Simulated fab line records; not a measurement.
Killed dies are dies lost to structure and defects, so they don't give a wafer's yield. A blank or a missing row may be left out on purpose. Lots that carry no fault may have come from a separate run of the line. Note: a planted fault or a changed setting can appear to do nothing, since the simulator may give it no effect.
Which tool is to blame? + flow nand harc + 21 lots, 63 wafers sampled, at 5 steps of a route of 1159

== WHAT EACH GAUGE READ, for each wafer ==
NHARC_A_WL_FILL_INSPECT_15. Usual: raw defect count at 381, with a standard deviation of 110.
| lot  | measured     | on                | raw defect count | flag |
|------|--------------|-------------------|------------------|------|
| L074 | day 16 02:41 | defect inspect-02 | 379 305 269      |      |
| L075 | day 16 11:28 | defect inspect-01 | 416 422 317      |      |
| L077 | day 16 03:53 | defect inspect-01 | 271 376 246      |      |
| L079 | day 17 11:27 | defect inspect-01 | 308 316 356      |      |
| L080 | day 17 09:15 | defect inspect-01 | 531 425 353      |      |
| L078 | day 17 04:55 | defect inspect-02 | 511 309 738      |      |
| L081 | day 17 18:29 | defect inspect-02 | 337 384 465      |      |
| L082 | day 18 10:13 | defect inspect-01 | 418 594 489      |      |
| L083 | day 18 14:31 | defect inspect-01 | 277 348 311      |      |
| L085 | day 19 02:41 | defect inspect-02 | 336 271 309      |      |
| L087 | day 18 18:45 | defect inspect-02 | 358 660 444      |      |
| L086 | day 19 02:36 | defect inspect-01 | 399 252 250      |      |
| L089 | day 20 02:18 | defect inspect-02 | 235 341 224      |      |
| L088 | day 20 02:08 | defect inspect-02 | 376 375 480      |      |
| L091 | day 20 18:52 | defect inspect-02 | 282 319 220      |      |
| L092 | day 20 07:05 | defect inspect-01 | 439 338 314      |      |
| L090 | day 20 13:33 | defect inspect-01 | 525 286 412      |      |
| L094 | day 21 04:50 | defect inspect-01 | 264 273 445      |      |
| L096 | day 21 18:13 | defect inspect-02 | 453 365 452      |      |
| L095 | day 21 18:34 | defect inspect-01 | 290 343 234      |      |
| L097 | day 21 23:46 | defect inspect-02 | 550 306 461      |      |

== EACH LOT AND THE TOOL THAT RAN IT (in order: tool; ch and the chambers of the sampled wafers; start) ==
| lot  | NHARC_A_STAIRCASE_HM_OPEN_463                 | NHARC_A_STAIRCASE_ETCHBACK_422     | NHARC_A_SGD_CUT_ETCH_15                       | NHARC_A_WL_FILL_STRIP_29           |
|------|-----------------------------------------------|------------------------------------|-----------------------------------------------|------------------------------------|
| L074 | rie diel-07 ch 0,1,3, day 13 21:56 or earlier | rie diel-07 ch 0,2,3, day 13 21:56 | rie diel-04 ch 0,2,3, day 15 15:27 or earlier | rie diel-09 ch 0,1,3, day 15 15:27 |
| L075 | rie diel-11 ch 0,1,2, day 13 21:47 or earlier | rie diel-07 ch 0,1,2, day 13 21:47 | rie diel-01 ch 0,2,3, day 15 21:58 or earlier | rie diel-09 ch 0,2,3, day 15 21:58 |
| L077 | rie diel-07 ch 0,2, day 14 01:55 or earlier   | rie diel-11 ch 1,2,3, day 14 01:55 | rie diel-04 ch 0,2,3, day 15 15:33 or earlier | rie diel-13 ch 1,3, day 15 15:33   |
| L079 | rie diel-03 ch 0,2,3, day 14 19:09 or earlier | rie diel-07 ch 2,3, day 14 19:09   | rie diel-01 ch 0,1,3, day 16 20:22 or earlier | rie diel-13 ch 0,1,3, day 16 20:22 |
| L080 | rie diel-11 ch 1,2,3, day 14 20:29 or earlier | rie diel-07 ch 0,1,3, day 14 20:29 | rie diel-01 ch 0,1,2, day 16 17:17 or earlier | rie diel-13 ch 0,1,3, day 16 17:17 |
| L078 | rie diel-07 ch 1,3, day 14 19:24 or earlier   | rie diel-11 ch 0,1, day 14 19:24   | rie diel-04 ch 2,3, day 16 17:22 or earlier   | rie diel-09 ch 1,3, day 16 17:22   |
| L081 | rie diel-11 ch 1,2, day 15 01:28 or earlier   | rie diel-07 ch 0,1, day 15 01:28   | rie diel-10 ch 0,2,3, day 16 23:53 or earlier | rie diel-06 ch 2,3, day 16 23:53   |
| L082 | rie diel-07 ch 2,3, day 15 19:01 or earlier   | rie diel-03 ch 1,2,3, day 15 19:01 | rie diel-04 ch 0,2,3, day 17 22:58 or earlier | rie diel-09 ch 1,2, day 17 22:58   |
| L083 | rie diel-11 ch 0,1,3, day 15 20:20 or earlier | rie diel-07 ch 0,2,3, day 15 20:20 | rie diel-01 ch 1,2, day 17 22:55 or earlier   | rie diel-06 ch 2,3, day 17 22:55   |
| L085 | rie diel-07 ch 2,3, day 16 20:20 or earlier   | rie diel-03 ch 0,1,2, day 16 20:20 | rie diel-10 ch 2,3, day 18 16:19 or earlier   | rie diel-09 ch 2,3, day 18 16:19   |
| L087 | rie diel-07 ch 0,1,3, day 16 17:20 or earlier | rie diel-11 ch 0,1, day 16 17:20   | rie diel-10 ch 0,1,2, day 18 07:17 or earlier | rie diel-13 ch 1,2, day 18 07:17   |
| L086 | rie diel-07 ch 0,2,3, day 16 17:05 or earlier | rie diel-11 ch 0,1,2, day 16 17:05 | rie diel-01 ch 1,2,3, day 18 15:23 or earlier | rie diel-09 ch 0,1,3, day 18 15:23 |
| L089 | rie diel-07 ch 1,2,3, day 17 19:46 or earlier | rie diel-07 ch 0,1,2, day 17 19:46 | rie diel-04 ch 0,2, day 19 15:02 or earlier   | rie diel-13 ch 1,2, day 19 15:02   |
| L088 | rie diel-03 ch 1,2, day 17 19:53 or earlier   | rie diel-07 ch 2,3, day 17 19:53   | rie diel-10 ch 2,3, day 19 14:56 or earlier   | rie diel-09 ch 1,2,3, day 19 14:56 |
| L091 | rie diel-03 ch 0,1,2, day 18 06:22 or earlier | rie diel-07 ch 0,2,3, day 18 06:22 | rie diel-01 ch 0,2,3, day 20 00:42 or earlier | rie diel-09 ch 0,1,2, day 20 00:42 |
| L092 | rie diel-07 ch 0,1,2, day 18 02:42 or earlier | rie diel-11 ch 0,1,2, day 18 02:42 | rie diel-01 ch 1,2,3, day 19 18:31 or earlier | rie diel-13 ch 0,1,2, day 19 18:31 |
| L090 | rie diel-07 ch 1,2,3, day 18 04:30 or earlier | rie diel-03 ch 0,2,3, day 18 04:30 | rie diel-10 ch 0,2,3, day 19 21:37 or earlier | rie diel-09 ch 1,3, day 19 21:37   |
| L094 | rie diel-07 ch 1,2,3, day 18 21:46 or earlier | rie diel-07 ch 1,2,3, day 18 21:46 | rie diel-04 ch 0,1,2, day 20 16:00 or earlier | rie diel-06 ch 0,2,3, day 20 16:00 |
| L096 | rie diel-07 ch 1,2, day 19 10:46 or earlier   | rie diel-03 ch 0,3, day 19 10:46   | rie diel-10 ch 0,2,3, day 21 03:16 or earlier | rie diel-06 ch 1,2, day 21 03:16   |
| L095 | rie diel-11 ch 0,1,2, day 19 11:05 or earlier | rie diel-11 ch 1,2,3, day 19 11:05 | rie diel-01 ch 0,3, day 21 03:17 or earlier   | rie diel-13 ch 1,2, day 21 03:17   |
| L097 | rie diel-03 ch 1,2,3, day 19 17:38 or earlier | rie diel-11 ch 0,2,3, day 19 17:38 | rie diel-01 ch 1,2,3, day 21 10:04 or earlier | rie diel-06 ch 1,2,3, day 21 10:04 |
- NHARC_A_STAIRCASE_HM_OPEN_463: chemistry O2/COS.
- NHARC_A_STAIRCASE_ETCHBACK_422: etches the open film in CH3F/O2, target depth 40 nm, time 74.286 s.
- NHARC_A_SGD_CUT_ETCH_15: etches the open film in CH3F/O2, target depth 75 nm, time 64.3 s.
- NHARC_A_WL_FILL_STRIP_29: strips in O2, time 20 s.

== AS READ BY THE TOOLS THEMSELVES (means over the sampled wafers that have a number; for cases with no such wafer, the mark the record gives instead) ==
NHARC_A_STAIRCASE_HM_OPEN_463. Usual: drypump motor current A 5.9 A, standard deviation 0.59; oes product au 1.003 a.u., standard deviation 0.013; rf vpp V 467.0 V, standard deviation 1.8; showerhead plenum p Torr 3.11 Torr, standard deviation 0.081; throttle valve pct 28.330 %, standard deviation 0.0086.
| lot  | tool        | drypump motor current A (A) | oes product au (a.u.) | rf vpp V (V) | showerhead plenum p Torr (Torr) | throttle valve pct (%) | flag |
|------|-------------|-----------------------------|-----------------------|--------------|---------------------------------|------------------------|------|
| L074 | rie diel-07 | 5.7                         | 1.003                 | 468.1        | 3.15                            | 28.331                 |      |
| L075 | rie diel-11 | 6.0                         | 0.995                 | 466.0        | 3.08                            | 28.331                 |      |
| L077 | rie diel-07 | 5.6                         | 1.010                 | 467.5        | 3.15                            | 28.333                 |      |
| L079 | rie diel-03 | 6.0                         | 1.002                 | 469.0        | 3.21                            | 28.328                 |      |
| L080 | rie diel-11 | 5.8                         | 1.005                 | 466.1        | 3.05                            | 28.332                 |      |
| L078 | rie diel-07 | 6.1                         | 1.010                 | 467.1        | 3.11                            | 28.338                 |      |
| L081 | rie diel-11 | 6.1                         | 1.007                 | 467.7        | 3.12                            | 28.320                 |      |
| L082 | rie diel-07 | 5.5                         | 0.989                 | 467.4        | 3.10                            | 28.333                 |      |
| L083 | rie diel-11 | 6.0                         | 0.982                 | 466.7        | 3.09                            | 28.328                 |      |
| L085 | rie diel-07 | 5.5                         | 0.994                 | 466.6        | 3.10                            | 28.329                 |      |
| L087 | rie diel-07 | 5.7                         | 1.015                 | 466.9        | 3.14                            | 28.319                 |      |
| L086 | rie diel-07 | 5.5                         | 1.001                 | 467.1        | 3.12                            | 28.336                 |      |
| L089 | rie diel-07 | 6.0                         | 0.998                 | 466.4        | 3.09                            | 28.320                 |      |
| L088 | rie diel-03 | 5.1                         | 1.000                 | 469.7        | 3.22                            | 28.330                 |      |
| L091 | rie diel-03 | 5.4                         | 0.993                 | 469.3        | 3.24                            | 28.341                 |      |
| L092 | rie diel-07 | 6.0                         | 1.015                 | 466.9        | 3.10                            | 28.331                 |      |
| L090 | rie diel-07 | 6.0                         | 1.000                 | 466.4        | 3.08                            | 28.331                 |      |
| L094 | rie diel-07 | 6.0                         | 1.016                 | 465.9        | 3.08                            | 28.330                 |      |
| L096 | rie diel-07 | 6.5                         | 1.014                 | 466.0        | 3.06                            | 28.326                 |      |
| L095 | rie diel-11 | 6.0                         | 1.001                 | 465.5        | 3.06                            | 28.332                 |      |
| L097 | rie diel-03 | 5.8                         | 1.013                 | 468.8        | 3.18                            | 28.332                 |      |

NHARC_A_STAIRCASE_ETCHBACK_422. Usual: drypump motor current A 5.8 A, standard deviation 0.56; oes product au 0.97 a.u., standard deviation 0.037; rf vpp V 244.2 V, standard deviation 1.4; showerhead plenum p Torr 2.44 Torr, standard deviation 0.075; throttle valve pct 20.662 %, standard deviation 0.0088.
| lot  | tool        | drypump motor current A (A) | oes product au (a.u.) | rf vpp V (V) | showerhead plenum p Torr (Torr) | throttle valve pct (%) | flag |
|------|-------------|-----------------------------|-----------------------|--------------|---------------------------------|------------------------|------|
| L074 | rie diel-07 | 5.5                         | 0.93                  | 243.9        | 2.46                            | 20.655                 |      |
| L075 | rie diel-07 | 6.1                         | 1.00                  | 244.8        | 2.45                            | 20.659                 |      |
| L077 | rie diel-11 | 5.8                         | 0.93                  | 243.7        | 2.40                            | 20.660                 |      |
| L079 | rie diel-07 | 5.4                         | 0.92                  | 243.4        | 2.44                            | 20.670                 |      |
| L080 | rie diel-07 | 5.7                         | 0.93                  | 244.0        | 2.47                            | 20.664                 |      |
| L078 | rie diel-11 | 6.3                         | 0.99                  | 244.5        | 2.48                            | 20.663                 |      |
| L081 | rie diel-07 | 6.2                         | 0.93                  | 244.8        | 2.46                            | 20.658                 |      |
| L082 | rie diel-03 | 5.7                         | 0.93                  | 245.2        | 2.51                            | 20.667                 |      |
| L083 | rie diel-07 | 5.5                         | 0.93                  | 244.2        | 2.45                            | 20.660                 |      |
| L085 | rie diel-03 | 5.4                         | 1.00                  | 246.0        | 2.55                            | 20.665                 |      |
| L087 | rie diel-11 | 6.3                         | 1.00                  | 245.7        | 2.47                            | 20.663                 |      |
| L086 | rie diel-11 | 6.0                         | 1.01                  | 243.1        | 2.41                            | 20.673                 |      |
| L089 | rie diel-07 | 6.0                         | 1.02                  | 243.7        | 2.44                            | 20.656                 |      |
| L088 | rie diel-07 | 5.5                         | 0.92                  | 243.6        | 2.43                            | 20.665                 |      |
| L091 | rie diel-07 | 5.5                         | 1.00                  | 244.0        | 2.45                            | 20.659                 |      |
| L092 | rie diel-11 | 6.0                         | 1.00                  | 243.9        | 2.40                            | 20.660                 |      |
| L090 | rie diel-03 | 6.0                         | 0.99                  | 245.1        | 2.51                            | 20.659                 |      |
| L094 | rie diel-07 | 6.0                         | 0.99                  | 243.1        | 2.42                            | 20.674                 |      |
| L096 | rie diel-03 | 6.0                         | 1.00                  | 244.1        | 2.50                            | 20.664                 |      |
| L095 | rie diel-11 | 5.8                         | 0.93                  | 243.4        | 2.38                            | 20.659                 |      |
| L097 | rie diel-11 | 5.7                         | 0.92                  | 242.9        | 2.35                            | 20.660                 |      |

NHARC_A_SGD_CUT_ETCH_15. Usual: drypump motor current A 5.8 A, standard deviation 0.53; oes product au 0.967 a.u., standard deviation 0.017; rf vpp V 264.3 V, standard deviation 1.6; showerhead plenum p Torr 2.49 Torr, standard deviation 0.092; throttle valve pct 20.663 %, standard deviation 0.0084.
| lot  | tool        | drypump motor current A (A) | oes product au (a.u.) | rf vpp V (V) | showerhead plenum p Torr (Torr) | throttle valve pct (%) | flag |
|------|-------------|-----------------------------|-----------------------|--------------|---------------------------------|------------------------|------|
| L074 | rie diel-04 | 5.6                         | 0.982                 | 265.9        | 2.56                            | 20.663                 |      |
| L075 | rie diel-01 | 5.8                         | 0.918                 | 263.5        | 2.45                            | 20.661                 |      |
| L077 | rie diel-04 | 5.6                         | 0.974                 | 264.8        | 2.56                            | 20.666                 |      |
| L079 | rie diel-01 | 6.4                         | 0.969                 | 264.3        | 2.50                            | 20.667                 |      |
| L080 | rie diel-01 | 5.8                         | 0.971                 | 264.7        | 2.52                            | 20.668                 |      |
| L078 | rie diel-04 | 6.0                         | 0.982                 | 266.0        | 2.58                            | 20.661                 |      |
| L081 | rie diel-10 | 5.8                         | 0.963                 | 263.4        | 2.40                            | 20.667                 |      |
| L082 | rie diel-04 | 5.6                         | 0.977                 | 265.5        | 2.56                            | 20.652                 |      |
| L083 | rie diel-01 | 5.8                         | 0.954                 | 264.9        | 2.52                            | 20.662                 |      |
| L085 | rie diel-10 | 5.8                         | 0.954                 | 262.7        | 2.39                            | 20.666                 |      |
| L087 | rie diel-10 | 5.8                         | 0.962                 | 263.1        | 2.43                            | 20.666                 |      |
| L086 | rie diel-01 | 5.9                         | 0.969                 | 263.7        | 2.44                            | 20.663                 |      |
| L089 | rie diel-04 | 5.1                         | 0.979                 | 265.2        | 2.53                            | 20.665                 |      |
| L088 | rie diel-10 | 5.8                         | 0.959                 | 263.6        | 2.39                            | 20.661                 |      |
| L091 | rie diel-01 | 5.9                         | 0.980                 | 264.5        | 2.44                            | 20.666                 |      |
| L092 | rie diel-01 | 5.9                         | 0.971                 | 263.0        | 2.44                            | 20.661                 |      |
| L090 | rie diel-10 | 5.7                         | 0.948                 | 262.8        | 2.40                            | 20.660                 |      |
| L094 | rie diel-04 | 5.4                         | 0.978                 | 264.7        | 2.56                            | 20.666                 |      |
| L096 | rie diel-10 | 5.8                         | 0.952                 | 263.2        | 2.40                            | 20.663                 |      |
| L095 | rie diel-01 | 6.3                         | 0.974                 | 264.4        | 2.49                            | 20.671                 |      |
| L097 | rie diel-01 | 5.9                         | 0.964                 | 263.4        | 2.44                            | 20.661                 |      |

NHARC_A_WL_FILL_STRIP_29. Usual: drypump motor current A 5.8 A, standard deviation 0.42; oes product au 1.001 a.u., standard deviation 0.011; rf vpp V 57.7 V, standard deviation 0.91; showerhead plenum p Torr 3.51 Torr, standard deviation 0.15; throttle valve pct 17.037 %, standard deviation 0.0089.
| lot  | tool        | drypump motor current A (A) | oes product au (a.u.) | rf vpp V (V) | showerhead plenum p Torr (Torr) | throttle valve pct (%) | flag |
|------|-------------|-----------------------------|-----------------------|--------------|---------------------------------|------------------------|------|
| L074 | rie diel-09 | 5.5                         | 0.986                 | 57.3         | 3.61                            | 17.040                 |      |
| L075 | rie diel-09 | 5.6                         | 1.008                 | 57.5         | 3.50                            | 17.037                 |      |
| L077 | rie diel-13 | 6.5                         | 0.991                 | 58.0         | 3.58                            | 17.042                 |      |
| L079 | rie diel-13 | 6.2                         | 0.998                 | 57.2         | 3.52                            | 17.045                 |      |
| L080 | rie diel-13 | 6.2                         | 0.996                 | 58.2         | 3.52                            | 17.045                 |      |
| L078 | rie diel-09 | 5.3                         | 0.986                 | 58.2         | 3.74                            | 17.044                 |      |
| L081 | rie diel-06 | 6.3                         | 0.997                 | 57.9         | 3.44                            | 17.030                 |      |
| L082 | rie diel-09 | 5.6                         | 1.012                 | 57.5         | 3.55                            | 17.033                 |      |
| L083 | rie diel-06 | 6.0                         | 0.996                 | 57.2         | 3.37                            | 17.036                 |      |
| L085 | rie diel-09 | 5.6                         | 1.000                 | 58.1         | 3.61                            | 17.035                 |      |
| L087 | rie diel-13 | 6.0                         | 0.997                 | 57.3         | 3.42                            | 17.038                 |      |
| L086 | rie diel-09 | 5.5                         | 1.000                 | 57.8         | 3.61                            | 17.041                 |      |
| L089 | rie diel-13 | 6.0                         | 1.000                 | 57.5         | 3.42                            | 17.038                 |      |
| L088 | rie diel-09 | 5.5                         | 1.004                 | 58.6         | 3.63                            | 17.037                 |      |
| L091 | rie diel-09 | 5.5                         | 1.002                 | 58.2         | 3.53                            | 17.031                 |      |
| L092 | rie diel-13 | 6.0                         | 0.991                 | 57.6         | 3.44                            | 17.036                 |      |
| L090 | rie diel-09 | 5.4                         | 0.996                 | 57.8         | 3.72                            | 17.039                 |      |
| L094 | rie diel-06 | 6.0                         | 1.012                 | 58.1         | 3.53                            | 17.046                 |      |
| L096 | rie diel-06 | 5.6                         | 1.011                 | 58.3         | 3.33                            | 17.043                 |      |
| L095 | rie diel-13 | 5.9                         | 1.004                 | 59.1         | 3.50                            | 17.035                 |      |
| L097 | rie diel-06 | 5.9                         | 1.013                 | 57.4         | 3.40                            | 17.039                 |      |

== THE ANSWER, worked out from the rows above alone ==
Rule: a lot counts as off when the mean over its wafers that have a number is more than 3 standard deviations away from the usual mean. A lot without any number at a reading at which 4 lots or more have one is off too. All remaining lots with rows at the step are treated as sound. After the gauges, taken in route order, come the tools' own readings; for these a lot's mean is taken, as printed above. The first step at which some lot is off is used, and at that step the reading that is off furthest; a lot without a number counts as furthest.
No lot is off at any reading shown: from this, nothing can be told.

== WHAT THE SIMULATOR HAD INSERTED ==
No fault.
